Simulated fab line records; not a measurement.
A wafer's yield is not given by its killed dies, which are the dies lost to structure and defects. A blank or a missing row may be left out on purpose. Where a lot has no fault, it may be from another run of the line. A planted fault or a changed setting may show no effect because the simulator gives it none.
Which tool did it? || flow n5 finfet || 36 wafers from 12 lots sampled at 3 of the route's 1938 steps

WHAT EACH GAUGE READ, for each wafer
The record holds no reading of a measuring or inspecting step that can be judged against a usual standard deviation.

EACH LOT AND THE TOOL THAT RAN IT (in order: tool; ch and the chambers of the sampled wafers; start)
{"lot": "L377", "N5_BEOL_M14_ETCH_67": "rie diel-02 ch 0,1, day 12 09:32", "N5_PASSIVATION_STRIP_34": "rie diel-03 ch 1,2,3, day 13 06:29", "N5_PASSIVATION_PROBE_49": "prober-01, day 13 11:05"}
{"lot": "L380", "N5_BEOL_M14_ETCH_67": "rie diel-05 ch 0,1, day 13 01:09", "N5_PASSIVATION_STRIP_34": "rie diel-03 ch 0,2, day 13 20:31", "N5_PASSIVATION_PROBE_49": "prober-01, day 14 00:53"}
{"lot": "L379", "N5_BEOL_M14_ETCH_67": "rie diel-05 ch 0,1,3, day 13 17:28", "N5_PASSIVATION_STRIP_34": "rie diel-03 ch 0,1, day 14 19:04", "N5_PASSIVATION_PROBE_49": "prober-02, day 14 23:23"}
{"lot": "L382", "N5_BEOL_M14_ETCH_67": "rie diel-03 ch 1,2,3, day 13 23:01", "N5_PASSIVATION_STRIP_34": "rie diel-03 ch 1,2,3, day 14 20:59", "N5_PASSIVATION_PROBE_49": "prober-02, day 15 02:11"}
{"lot": "L388", "N5_BEOL_M14_ETCH_67": "rie diel-03 ch 0,1,2, day 15 19:49", "N5_PASSIVATION_STRIP_34": "rie diel-05 ch 2, day 16 17:16", "N5_PASSIVATION_PROBE_49": "prober-02, day 16 22:02"}
{"lot": "L390", "N5_BEOL_M14_ETCH_67": "rie diel-03 ch 0,1,2, day 15 21:00", "N5_PASSIVATION_STRIP_34": "rie diel-02 ch 2,3, day 17 00:52", "N5_PASSIVATION_PROBE_49": "prober-01, day 17 05:08"}
{"lot": "L395", "N5_BEOL_M14_ETCH_67": "rie diel-05 ch 0,2, day 17 01:46", "N5_PASSIVATION_STRIP_34": "rie diel-02 ch 1,2,3, day 18 04:36", "N5_PASSIVATION_PROBE_49": "prober-01, day 18 08:46"}
{"lot": "L396", "N5_BEOL_M14_ETCH_67": "rie diel-03 ch 0,3, day 17 01:56", "N5_PASSIVATION_STRIP_34": "rie diel-02 ch 0,1,2, day 18 05:34", "N5_PASSIVATION_PROBE_49": "prober-02, day 18 10:49"}
{"lot": "L394", "N5_BEOL_M14_ETCH_67": "rie diel-03 ch 2,3, day 17 02:31", "N5_PASSIVATION_STRIP_34": "rie diel-03 ch 1,3, day 18 05:05", "N5_PASSIVATION_PROBE_49": "prober-01, day 18 09:25"}
{"lot": "L397", "N5_BEOL_M14_ETCH_67": "rie diel-05 ch 0,3, day 17 07:01", "N5_PASSIVATION_STRIP_34": "rie diel-02 ch 2,3, day 18 05:54", "N5_PASSIVATION_PROBE_49": "prober-01, day 18 10:49"}
{"lot": "L398", "N5_BEOL_M14_ETCH_67": "rie diel-05 ch 1,2,3, day 17 17:16", "N5_PASSIVATION_STRIP_34": "rie diel-05 ch 0,2,3, day 18 11:31", "N5_PASSIVATION_PROBE_49": "prober-02, day 18 15:52"}
{"lot": "L400", "N5_BEOL_M14_ETCH_67": "rie diel-02 ch 1,2,3, day 18 13:48", "N5_PASSIVATION_STRIP_34": "rie diel-05 ch 0,3, day 19 08:23", "N5_PASSIVATION_PROBE_49": "prober-01, day 19 13:01"}
- N5_BEOL_M14_ETCH_67: etches SiARC in CF4, target depth 143 nm, time 238.3 s.
- N5_PASSIVATION_STRIP_34: strips in O2.
- N5_PASSIVATION_PROBE_49

WHAT THE TOOLS THEMSELVES READ (means of the sampled wafers that have a number; where no wafer has one, the mark that the record gives instead)
N5_BEOL_M14_ETCH_67. Usual: value, then standard deviation, for each; cf4 flow sccm 99.9 sccm / 0.33; drypump motor current A 6.0 A / 0.46; etch rf on time s 239 s / 3.8; oes product au 0.67 a.u. / 0.067; rf vpp V 184.5 V / 1.1; showerhead plenum p Torr 2.18 Torr / 0.053; throttle valve pct 15.61 % / 0.23.
{"lot": "L377", "tool": "rie diel-02", "cf4 flow sccm (sccm)": 100.0, "drypump motor current A (A)": 5.4, "etch rf on time s (s)": 242, "oes product au (a.u.)": 0.67, "rf vpp V (V)": 183.7, "showerhead plenum p Torr (Torr)": 2.12, "throttle valve pct (%)": 15.58, "flag": ""}
{"lot": "L380", "tool": "rie diel-05", "cf4 flow sccm (sccm)": 99.4, "drypump motor current A (A)": 5.4, "etch rf on time s (s)": 239, "oes product au (a.u.)": 0.64, "rf vpp V (V)": 184.8, "showerhead plenum p Torr (Torr)": 2.17, "throttle valve pct (%)": 15.68, "flag": ""}
{"lot": "L379", "tool": "rie diel-05", "cf4 flow sccm (sccm)": 100.1, "drypump motor current A (A)": 5.7, "etch rf on time s (s)": 238, "oes product au (a.u.)": 0.64, "rf vpp V (V)": 183.9, "showerhead plenum p Torr (Torr)": 2.16, "throttle valve pct (%)": 15.72, "flag": ""}
{"lot": "L382", "tool": "rie diel-03", "cf4 flow sccm (sccm)": 99.8, "drypump motor current A (A)": 6.2, "etch rf on time s (s)": 240, "oes product au (a.u.)": 0.63, "rf vpp V (V)": 184.4, "showerhead plenum p Torr (Torr)": 2.19, "throttle valve pct (%)": 15.65, "flag": ""}
{"lot": "L388", "tool": "rie diel-03", "cf4 flow sccm (sccm)": 100.0, "drypump motor current A (A)": 6.3, "etch rf on time s (s)": 242, "oes product au (a.u.)": 0.65, "rf vpp V (V)": 185.2, "showerhead plenum p Torr (Torr)": 2.20, "throttle valve pct (%)": 15.54, "flag": ""}
{"lot": "L390", "tool": "rie diel-03", "cf4 flow sccm (sccm)": 99.6, "drypump motor current A (A)": 6.3, "etch rf on time s (s)": 241, "oes product au (a.u.)": 0.65, "rf vpp V (V)": 184.3, "showerhead plenum p Torr (Torr)": 2.20, "throttle valve pct (%)": 15.56, "flag": ""}
{"lot": "L395", "tool": "rie diel-05", "cf4 flow sccm (sccm)": 100.0, "drypump motor current A (A)": 5.7, "etch rf on time s (s)": 237, "oes product au (a.u.)": 0.64, "rf vpp V (V)": 184.1, "showerhead plenum p Torr (Torr)": 2.20, "throttle valve pct (%)": 15.64, "flag": ""}
{"lot": "L396", "tool": "rie diel-03", "cf4 flow sccm (sccm)": 99.6, "drypump motor current A (A)": 6.2, "etch rf on time s (s)": 240, "oes product au (a.u.)": 0.62, "rf vpp V (V)": 184.1, "showerhead plenum p Torr (Torr)": 2.13, "throttle valve pct (%)": 15.69, "flag": ""}
{"lot": "L394", "tool": "rie diel-03", "cf4 flow sccm (sccm)": 100.1, "drypump motor current A (A)": 6.0, "etch rf on time s (s)": 238, "oes product au (a.u.)": 0.63, "rf vpp V (V)": 183.4, "showerhead plenum p Torr (Torr)": 2.15, "throttle valve pct (%)": 15.82, "flag": ""}
{"lot": "L397", "tool": "rie diel-05", "cf4 flow sccm (sccm)": 100.0, "drypump motor current A (A)": 5.9, "etch rf on time s (s)": 234, "oes product au (a.u.)": 0.68, "rf vpp V (V)": 184.9, "showerhead plenum p Torr (Torr)": 2.20, "throttle valve pct (%)": 15.74, "flag": ""}
{"lot": "L398", "tool": "rie diel-05", "cf4 flow sccm (sccm)": 100.1, "drypump motor current A (A)": 5.7, "etch rf on time s (s)": 239, "oes product au (a.u.)": 0.74, "rf vpp V (V)": 185.0, "showerhead plenum p Torr (Torr)": 2.15, "throttle valve pct (%)": 15.38, "flag": ""}
{"lot": "L400", "tool": "rie diel-02", "cf4 flow sccm (sccm)": 99.8, "drypump motor current A (A)": 5.6, "etch rf on time s (s)": 237, "oes product au (a.u.)": 0.67, "rf vpp V (V)": 184.8, "showerhead plenum p Torr (Torr)": 2.18, "throttle valve pct (%)": 15.72, "flag": ""}

N5_PASSIVATION_STRIP_34. Usual: drypump motor current A 5.9 A, standard deviation 0.49; oes product au 0.79 a.u., standard deviation 0.082; rf vpp V 3.6 V, standard deviation 1.6; showerhead plenum p Torr 2.14 Torr, standard deviation 0.057; throttle valve pct 16.67 %, standard deviation 0.22.
{"lot": "L377", "tool": "rie diel-03", "drypump motor current A (A)": 6.2, "oes product au (a.u.)": 0.76, "rf vpp V (V)": 3.9, "showerhead plenum p Torr (Torr)": 2.15, "throttle valve pct (%)": 16.69, "flag": ""}
{"lot": "L380", "tool": "rie diel-03", "drypump motor current A (A)": 6.2, "oes product au (a.u.)": 0.83, "rf vpp V (V)": 3.6, "showerhead plenum p Torr (Torr)": 2.16, "throttle valve pct (%)": 16.56, "flag": ""}
{"lot": "L379", "tool": "rie diel-03", "drypump motor current A (A)": 6.6, "oes product au (a.u.)": 0.74, "rf vpp V (V)": 3.3, "showerhead plenum p Torr (Torr)": 2.14, "throttle valve pct (%)": 16.49, "flag": ""}
{"lot": "L382", "tool": "rie diel-03", "drypump motor current A (A)": 6.2, "oes product au (a.u.)": 0.73, "rf vpp V (V)": 3.7, "showerhead plenum p Torr (Torr)": 2.14, "throttle valve pct (%)": 16.74, "flag": ""}
{"lot": "L388", "tool": "rie diel-05", "drypump motor current A (A)": 6.0, "oes product au (a.u.)": 0.86, "rf vpp V (V)": 3.1, "showerhead plenum p Torr (Torr)": 2.15, "throttle valve pct (%)": 16.27, "flag": ""}
{"lot": "L390", "tool": "rie diel-02", "drypump motor current A (A)": 6.0, "oes product au (a.u.)": 0.81, "rf vpp V (V)": 3.4, "showerhead plenum p Torr (Torr)": 2.20, "throttle valve pct (%)": 16.74, "flag": ""}
{"lot": "L395", "tool": "rie diel-02", "drypump motor current A (A)": 5.6, "oes product au (a.u.)": 0.77, "rf vpp V (V)": 3.9, "showerhead plenum p Torr (Torr)": 2.13, "throttle valve pct (%)": 16.75, "flag": ""}
{"lot": "L396", "tool": "rie diel-02", "drypump motor current A (A)": 5.8, "oes product au (a.u.)": 0.86, "rf vpp V (V)": 2.6, "showerhead plenum p Torr (Torr)": 2.13, "throttle valve pct (%)": 16.57, "flag": ""}
{"lot": "L394", "tool": "rie diel-03", "drypump motor current A (A)": 6.3, "oes product au (a.u.)": 0.78, "rf vpp V (V)": 4.4, "showerhead plenum p Torr (Torr)": 2.09, "throttle valve pct (%)": 16.61, "flag": ""}
{"lot": "L397", "tool": "rie diel-02", "drypump motor current A (A)": 5.9, "oes product au (a.u.)": 0.77, "rf vpp V (V)": 4.6, "showerhead plenum p Torr (Torr)": 2.18, "throttle valve pct (%)": 16.85, "flag": ""}
{"lot": "L398", "tool": "rie diel-05", "drypump motor current A (A)": 6.0, "oes product au (a.u.)": 0.81, "rf vpp V (V)": 5.9, "showerhead plenum p Torr (Torr)": 2.15, "throttle valve pct (%)": 16.56, "flag": ""}
{"lot": "L400", "tool": "rie diel-05", "drypump motor current A (A)": 5.9, "oes product au (a.u.)": 0.75, "rf vpp V (V)": 5.7, "showerhead plenum p Torr (Torr)": 2.15, "throttle valve pct (%)": 16.81, "flag": ""}

N5_PASSIVATION_PROBE_49. Usual: defect limited yield 91.5 %, standard deviation 1.3; killed_at_M0_to_M3 33, standard deviation 10; killed_at_M4_up 13, standard deviation 4; killed at contacts 12, standard deviation 6.3; killed at front end 39, standard deviation 11; killed at other 3.4, standard deviation 2.6; killed dies 100, standard deviation 15; killed on rim 13, standard deviation 4; killed open 65, standard deviation 11; killed short 34, standard deviation 7.8; sort_bin_5_function 5.0 %, standard deviation 0.89; sort_bin_6_memory 3.2 %, standard deviation 0.58; sort n pass 1080, standard deviation 15; sort yield pct 91.5 %, standard deviation 1.3.
{"lot": "L377", "tool": "prober-01", "defect limited yield (%)": 91.1, "killed_at_M0_to_M3": 24, "killed_at_M4_up": 17, "killed at contacts": 19, "killed at front end": 39, "killed at other": 4.7, "killed dies": 105, "killed on rim": 12, "killed open": 75, "killed short": 29, "sort_bin_5_function (%)": 5.3, "sort_bin_6_memory (%)": 3.3, "sort n pass": 1075, "sort yield pct (%)": 91.1, "flag": ""}
{"lot": "L380", "tool": "prober-01", "defect limited yield (%)": 92.7, "killed_at_M0_to_M3": 30, "killed_at_M4_up": 14, "killed at contacts": 8, "killed at front end": 33, "killed at other": 2.3, "killed dies": 86, "killed on rim": 12, "killed open": 59, "killed short": 25, "sort_bin_5_function (%)": 3.9, "sort_bin_6_memory (%)": 3.0, "sort n pass": 1094, "sort yield pct (%)": 92.7, "flag": ""}
{"lot": "L379", "tool": "prober-02", "defect limited yield (%)": 92.0, "killed_at_M0_to_M3": 33, "killed_at_M4_up": 10, "killed at contacts": 18, "killed at front end": 31, "killed at other": 1.7, "killed dies": 94, "killed on rim": 14, "killed open": 64, "killed short": 29, "sort_bin_5_function (%)": 4.9, "sort_bin_6_memory (%)": 2.7, "sort n pass": 1086, "sort yield pct (%)": 92.0, "flag": ""}
{"lot": "L382", "tool": "prober-02", "defect limited yield (%)": 90.2, "killed_at_M0_to_M3": 27, "killed_at_M4_up": 13, "killed at contacts": 17, "killed at front end": 55, "killed at other": 3.7, "killed dies": 115, "killed on rim": 16, "killed open": 77, "killed short": 37, "sort_bin_5_function (%)": 5.3, "sort_bin_6_memory (%)": 4.1, "sort n pass": 1065, "sort yield pct (%)": 90.2, "flag": ""}
{"lot": "L388", "tool": "prober-02", "defect limited yield (%)": 89.8, "killed_at_M0_to_M3": 41, "killed_at_M4_up": 27, "killed at contacts": 14, "killed at front end": 34, "killed at other": 4.7, "killed dies": 121, "killed on rim": 18, "killed open": 71, "killed short": 34, "sort_bin_5_function (%)": 6.1, "sort_bin_6_memory (%)": 3.5, "sort n pass": 1059, "sort yield pct (%)": 89.8, "flag": "OFF"}
{"lot": "L390", "tool": "prober-01", "defect limited yield (%)": 90.5, "killed_at_M0_to_M3": 29, "killed_at_M4_up": 27, "killed at contacts": 9, "killed at front end": 41, "killed at other": 6.0, "killed dies": 112, "killed on rim": 18, "killed open": 68, "killed short": 29, "sort_bin_5_function (%)": 5.6, "sort_bin_6_memory (%)": 3.3, "sort n pass": 1068, "sort yield pct (%)": 90.5, "flag": "OFF"}
{"lot": "L395", "tool": "prober-01", "defect limited yield (%)": 90.9, "killed_at_M0_to_M3": 32, "killed_at_M4_up": 14, "killed at contacts": 19, "killed at front end": 40, "killed at other": 3.0, "killed dies": 107, "killed on rim": 14, "killed open": 64, "killed short": 42, "sort_bin_5_function (%)": 5.0, "sort_bin_6_memory (%)": 3.4, "sort n pass": 1073, "sort yield pct (%)": 90.9, "flag": ""}
{"lot": "L396", "tool": "prober-02", "defect limited yield (%)": 89.7, "killed_at_M0_to_M3": 37, "killed_at_M4_up": 11, "killed at contacts": 11, "killed at front end": 60, "killed at other": 2.3, "killed dies": 122, "killed on rim": 13, "killed open": 78, "killed short": 42, "sort_bin_5_function (%)": 6.3, "sort_bin_6_memory (%)": 3.7, "sort n pass": 1058, "sort yield pct (%)": 89.7, "flag": ""}
{"lot": "L394", "tool": "prober-01", "defect limited yield (%)": 92.0, "killed_at_M0_to_M3": 24, "killed_at_M4_up": 15, "killed at contacts": 6, "killed at front end": 44, "killed at other": 3.7, "killed dies": 94, "killed on rim": 11, "killed open": 62, "killed short": 32, "sort_bin_5_function (%)": 5.0, "sort_bin_6_memory (%)": 2.7, "sort n pass": 1086, "sort yield pct (%)": 92.0, "flag": ""}
{"lot": "L397", "tool": "prober-01", "defect limited yield (%)": 90.5, "killed_at_M0_to_M3": 41, "killed_at_M4_up": 18, "killed at contacts": 14, "killed at front end": 35, "killed at other": 6.0, "killed dies": 113, "killed on rim": 12, "killed open": 73, "killed short": 38, "sort_bin_5_function (%)": 5.6, "sort_bin_6_memory (%)": 3.5, "sort n pass": 1067, "sort yield pct (%)": 90.5, "flag": ""}
{"lot": "L398", "tool": "prober-02", "defect limited yield (%)": 92.3, "killed_at_M0_to_M3": 26, "killed_at_M4_up": 11, "killed at contacts": 14, "killed at front end": 30, "killed at other": 8.7, "killed dies": 90, "killed on rim": 11, "killed open": 61, "killed short": 28, "sort_bin_5_function (%)": 3.9, "sort_bin_6_memory (%)": 3.6, "sort n pass": 1090, "sort yield pct (%)": 92.3, "flag": ""}
{"lot": "L400", "tool": "prober-01", "defect limited yield (%)": 93.4, "killed_at_M0_to_M3": 29, "killed_at_M4_up": 8, "killed at contacts": 9, "killed at front end": 30, "killed at other": 2.3, "killed dies": 78, "killed on rim": 10, "killed open": 53, "killed short": 25, "sort_bin_5_function (%)": 3.7, "sort_bin_6_memory (%)": 2.7, "sort n pass": 1102, "sort yield pct (%)": 93.4, "flag": ""}

THE ANSWER, worked out from the rows above alone
Rule: a lot counts as off when the mean over its wafers that have a number is more than 3 standard deviations away from the usual mean. Also off: a lot with no number at a reading for which 4 or more lots have one. Any other lot the step has rows for is counted as sound. First the gauges in route order, then the tools' own readings, where a lot's mean is used as printed above. The first step at which some lot is off is used, and at that step the reading that is off furthest; a lot without a number counts as furthest.
Off, at N5_PASSIVATION_PROBE_49 on killed_at_M4_up: L388, L390.
If a tool, at that step or one of the process steps before it, ran each lot that is off and ran no sound lot following the first of them, it fits. Of those tried, none fits.

WHAT THE SIMULATOR PUT IN
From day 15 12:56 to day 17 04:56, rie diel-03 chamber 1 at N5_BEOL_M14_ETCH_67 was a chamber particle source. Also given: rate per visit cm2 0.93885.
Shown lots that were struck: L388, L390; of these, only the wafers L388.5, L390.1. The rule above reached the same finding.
